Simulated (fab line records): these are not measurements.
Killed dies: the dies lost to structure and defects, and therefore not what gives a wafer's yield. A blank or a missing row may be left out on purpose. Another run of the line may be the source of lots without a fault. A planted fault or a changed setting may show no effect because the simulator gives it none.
Code-filled problem report in 8D (eight disciplines) form    flow nand-harc    the parts of the form that need people (team, actions taken, sign-off) are left out

1. WHAT WENT WRONG
Wafers without a fault read 1001 nm, standard deviation 7.9; thk-nm at NHARC_A_ONON_D2_THK_MEAS_11 reads a mean of 531 nm on 4 wafers belonging to 3 lots. Relative to the usual mean, that is a shift of -59 standard deviations.
The step: measures by ellipsometry.
Seen first at day 16 06:09 on film-metro-01, wafer L189.3. The record has a number at this step for 40 wafers belonging to 14 lots. Rule for "out" (also "out of limits"): further than 4 standard deviations from the usual mean. Any other wafer with a number is counted as sound.

2. WHAT IT IS AND WHAT IT IS NOT
question                     is                              is not
which readings at this step  thk-nm                          -
which lots                   L189, L191, L192                L180, L181, L182, L183, L184, L186, L198, L200, L201, L202, L203
which wafers of those lots   L189.3, L191.2, L191.3, L192.3  L189.5, L192.1, L192.4
read on which gauges         film-metro-01, film-metro-02    -
when                         from day 16 06:09               up to then (19 sound wafers); but 17 sound wafers of L192, L198, L200, L201, L202, L203 came after

3. THE SUSPECTS, EACH WITH WHAT RULES IT OUT
Counting: any tool at a process step up to the reading remains a suspect provided it ran every lot that is out. Sound lots after the first of them don't rule it out here, since some wafers of a struck lot are sound.
- the gauge at NHARC_A_ONON_D2_THK_MEAS_11: ruled out. 2 gauges (film-metro-01, film-metro-02) read the wafers that are out.
- cmp-01 at NHARC_A_DECK1_JOINT_CMP_02 (polishes SiOx): kept. It ran every lot that is out, first L189 (day 16 03:11).
- pecvd-onon-03 at NHARC_A_ONON_D2_DEP_09 (target thk 1000 nm): kept. Every lot that is out went through it, the first being L189 (day 16 05:45); the last sound lot it ran before that was L184 (day 14 14:43).
Remaining after the count are cmp-01 at NHARC_A_DECK1_JOINT_CMP_02 and pecvd-onon-03 at NHARC_A_ONON_D2_DEP_09.

4. THE CAUSE (what the simulator had put in)
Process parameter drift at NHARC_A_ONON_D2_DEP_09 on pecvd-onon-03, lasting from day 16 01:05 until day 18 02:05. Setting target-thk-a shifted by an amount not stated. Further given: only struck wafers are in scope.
This tool is one of the 2 suspects left after counting.

5. THE EFFECT CHAIN, in route order
Each row: a reading whose mean over the struck wafers that have a number lies more than 3 standard deviations from the usual. Only readings for which the record gives a usual standard deviation are gone through. hours: the time from each lot's start at the first step in this table that gives one to its start at this step, as a median over the lots. sigmas: the change in usual standard deviations.
hours  step                         reading          usual    on struck wafers  change  sigmas
0      NHARC_A_ONON_D2_THK_MEAS_11  thk-nm           1001 nm  531               -470    -59
289    NHARC_END_SORT_01            killed-at-array  64       672               +608    +30
289    NHARC_END_SORT_01            killed-dies      68       677               +609    +30

6. WHAT WOULD HAVE CAUGHT IT SOONER
5 hours passed between the start of the fault at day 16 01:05 and the first reading out of limits at a measuring or inspecting step in this record, taken at day 16 06:09.
Lots out: 3; of these, L191, L192 started NHARC_A_ONON_D2_DEP_09 on pecvd-onon-03 after day 16 06:09. A hold on the tool at that time would have spared those 2.
